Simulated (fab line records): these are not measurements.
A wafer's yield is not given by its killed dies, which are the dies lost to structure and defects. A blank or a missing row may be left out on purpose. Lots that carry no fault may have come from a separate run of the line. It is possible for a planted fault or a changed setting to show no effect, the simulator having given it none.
Which of the tools did it? | flow nand-harc | 14 lots, 40 wafers sampled, at 5 steps of a route of 1302

WHAT THE GAUGES READ, wafer by wafer
NHARC_A_SIN_REMOVE_INSPECT_04.
lot  | measured     | on                | raw-defect-count
L579 | day 20 13:32 | defect-inspect-01 | 433 435 310
L580 | day 20 23:46 | defect-inspect-02 | 328 388 340
L581 | day 20 23:46 | defect-inspect-01 | 315 334 347
L582 | day 21 17:43 | defect-inspect-01 | 427 358 295
L583 | day 22 08:04 | defect-inspect-01 | 455 476 579
L590 | day 25 12:35 | defect-inspect-02 | 491 379 448
L593 | day 26 10:19 | defect-inspect-01 | 502 502
L592 | day 26 15:08 | defect-inspect-01 | 332 307
L595 | day 27 13:31 | defect-inspect-02 | 383 321 323
L597 | day 28 03:19 | defect-inspect-01 | 372 345 358
L596 | day 28 06:20 | defect-inspect-01 | 392 383 330
L599 | day 28 16:25 | defect-inspect-02 | 427 272 302
L601 | day 29 09:33 | defect-inspect-01 | 482 394 442
L600 | day 29 09:35 | defect-inspect-02 | 329 201 275

NHARC_END_SORT_01.
lot  | measured     | on        | killed-at-array | killed-at-other | killed-at-periphery | killed-dies | killed-open | killed-short
L590 | day 29 21:49 | prober-01 | 26 675 672      | 1 0 0           | 1 2 5               | 28 677 677  | 3 4 2       | 3 3 1
L593 | day 30 09:19 | prober-02 | 79 677          | 0 0             | 4 0                 | 83 677      | 4 1         | 2 2

WHAT TOOL EACH LOT RAN ON (gives the tool, then ch and the chambers of the sampled wafers, and finally the start)
lot  | NHARC_A_SLIT_ETCH_17             | NHARC_A_WL_FILL_ALD_19              | NHARC_A_CONTACT_DEP_24
L579 | har-etch-02 ch 0,1, day 20 01:58 | ald-metal-01 ch 0,2,3, day 21 06:31 | pecvd-02 ch 0,1,2, day 21 07:28
L580 | har-etch-01 ch 0,1, day 20 12:11 | ald-metal-02 ch 0,1, day 21 17:38   | pecvd-02 ch 1,2, day 21 18:34
L581 | har-etch-02 ch 0,1, day 20 12:58 | ald-metal-01 ch 0,3, day 21 17:41   | pecvd-04 ch 0,2, day 21 18:38
L582 | har-etch-02 ch 0,1, day 21 05:59 | ald-metal-01 ch 0,3, day 22 11:11   | pecvd-04 ch 0,2, day 22 12:07
L583 | har-etch-01 ch 0,1, day 21 20:23 | ald-metal-03 ch 0,2,3, day 23 03:08 | pecvd-01 ch 0,1, day 23 04:07
L590 | har-etch-02 ch 0,1, day 25 02:04 | ald-metal-01 ch 2,3, day 26 12:49   | pecvd-02 ch 1, day 26 13:44
L593 | har-etch-01 ch 0, day 25 22:43   | ald-metal-01 ch 1,2, day 27 07:08   | pecvd-01 ch 0, day 27 08:05
L592 | har-etch-02 ch 0,1, day 26 04:44 | ald-metal-01 ch 0,3, day 27 10:05   | -
L595 | har-etch-02 ch 0,1, day 27 02:58 | ald-metal-02 ch 1,2,3, day 28 06:58 | pecvd-01 ch 0,1, day 28 07:58
L597 | har-etch-02 ch 0,1, day 27 15:37 | ald-metal-03 ch 1,2,3, day 28 23:43 | pecvd-01 ch 0,1,2, day 29 00:38
L596 | har-etch-02 ch 0,1, day 27 19:31 | ald-metal-02 ch 1,2,3, day 29 02:28 | pecvd-02 ch 0,1,2, day 29 03:23
L599 | har-etch-02 ch 0, day 28 04:40   | ald-metal-03 ch 0,2, day 29 13:44   | pecvd-01 ch 0,2, day 29 14:49
L601 | har-etch-01 ch 0,1, day 28 22:30 | ald-metal-03 ch 0,2, day 30 02:50   | pecvd-04 ch 0,1,2, day 30 03:49
L600 | har-etch-02 ch 0,1, day 28 23:01 | ald-metal-02 ch 1,3, day 30 02:50   | pecvd-02 ch 0,2, day 30 03:53
- NHARC_A_SLIT_ETCH_17: etches the open film in C4F8/O2/Ar, time 4254.5 s, target depth 20300 nm.
- NHARC_A_WL_FILL_ALD_19: deposits TiN, target thk 2 nm, pulse time 3 s, ald cycles 100.
- NHARC_A_CONTACT_DEP_24: deposits SiO2, target thk 500 nm.

WHAT THE TOOLS THEMSELVES READ (means of the sampled wafers that have a number; where no wafer has one, the mark that the record gives instead)
NHARC_A_SLIT_ETCH_17.
lot  | tool        | chamber-pressure-mTorr (mTorr) | drypump-motor-current-A (A) | showerhead-plenum-p-Torr (Torr) | throttle-valve-pct (%)
L579 | har-etch-02 | 19.989                         | 5.6                         | 3.634                           | 32.044
L580 | har-etch-01 | 19.992                         | 5.6                         | 3.631                           | 32.047
L581 | har-etch-02 | 19.986                         | 5.5                         | 3.630                           | 32.044
L582 | har-etch-02 | 20.014                         | 5.5                         | 3.624                           | 32.044
L583 | har-etch-01 | 19.993                         | 5.6                         | 3.603                           | 32.046
L590 | har-etch-02 | 20.010                         | 5.8                         | 3.607                           | 32.049
L593 | har-etch-01 | 20.000                         | 5.7                         | 3.610                           | 32.053
L592 | har-etch-02 | 19.992                         | 5.7                         | 3.596                           | 32.041
L595 | har-etch-02 | 20.012                         | 5.6                         | 3.586                           | 32.046
L597 | har-etch-02 | 19.970                         | 5.6                         | 3.580                           | 32.048
L596 | har-etch-02 | 19.997                         | 5.6                         | 3.578                           | 32.054
L599 | har-etch-02 | 20.002                         | 5.3                         | 3.568                           | 32.043
L601 | har-etch-01 | 19.991                         | 5.6                         | 3.570                           | 32.043
L600 | har-etch-02 | 19.990                         | 5.8                         | 3.577                           | 32.039

NHARC_A_WL_FILL_ALD_19.
lot  | tool         | heater-power-w (W) | precursor-pulse-height-rel
L579 | ald-metal-01 | 1146               | 0.992
L580 | ald-metal-02 | 1006               | 0.997
L581 | ald-metal-01 | 1289               | 0.995
L582 | ald-metal-01 | 1293               | 0.984
L583 | ald-metal-03 | 1063               | 1.009
L590 | ald-metal-01 | 1114               | 1.001
L593 | ald-metal-01 | 1014               | 1.022
L592 | ald-metal-01 | 1218               | 1.014
L595 | ald-metal-02 | 1091               | 1.011
L597 | ald-metal-03 | 1065               | 1.010
L596 | ald-metal-02 | 1102               | 0.999
L599 | ald-metal-03 | 1042               | 0.986
L601 | ald-metal-03 | 1037               | 1.007
L600 | ald-metal-02 | 1091               | 1.000

NHARC_A_CONTACT_DEP_24.
lot  | tool     | heater-power-w (W) | showerhead-vpp-V (V) | throttle-valve-pct (%)
L579 | pecvd-02 | 546                | 1823                 | 15.3
L580 | pecvd-02 | 452                | 1802                 | 15.0
L581 | pecvd-04 | 549                | 1897                 | 16.4
L582 | pecvd-04 | 501                | 1868                 | 16.2
L583 | pecvd-01 | 598                | 1939                 | 16.1
L590 | pecvd-02 | 681                | 1724                 | 14.7
L593 | pecvd-01 | 838                | 1951                 | 16.4
L595 | pecvd-01 | 633                | 1916                 | 16.4
L597 | pecvd-01 | 660                | 1907                 | 16.1
L596 | pecvd-02 | 520                | 1811                 | 15.3
L599 | pecvd-01 | 702                | 1885                 | 16.2
L601 | pecvd-04 | 446                | 1846                 | 16.3
L600 | pecvd-02 | 468                | 1876                 | 15.4

THE ANSWER, worked out from the rows above alone
Rule: usual is defined by the lots themselves. Put in order of their means at a reading, lots are off if they are a third of the lots or fewer, leave a main group of 4 or more, and stand apart from it by a gap of 3 or more times the standard deviation of the main group's means; of several such gaps the widest counts. If all means in a main group match to the digits the tables above print for the reading, that group is not used. Also off: a lot with no number at a reading for which 4 or more lots have one. Any other lot the step has rows for is counted as sound. After the gauges, taken in route order, come the tools' own readings; for these a lot's mean is taken, as printed above. The first step at which some lot is off is used, and at that step the reading that is off furthest; a lot without a number counts as furthest.
Across all readings shown, no lot is off: no conclusion can be drawn from this.

WHAT WAS PUT IN BY THE SIMULATOR
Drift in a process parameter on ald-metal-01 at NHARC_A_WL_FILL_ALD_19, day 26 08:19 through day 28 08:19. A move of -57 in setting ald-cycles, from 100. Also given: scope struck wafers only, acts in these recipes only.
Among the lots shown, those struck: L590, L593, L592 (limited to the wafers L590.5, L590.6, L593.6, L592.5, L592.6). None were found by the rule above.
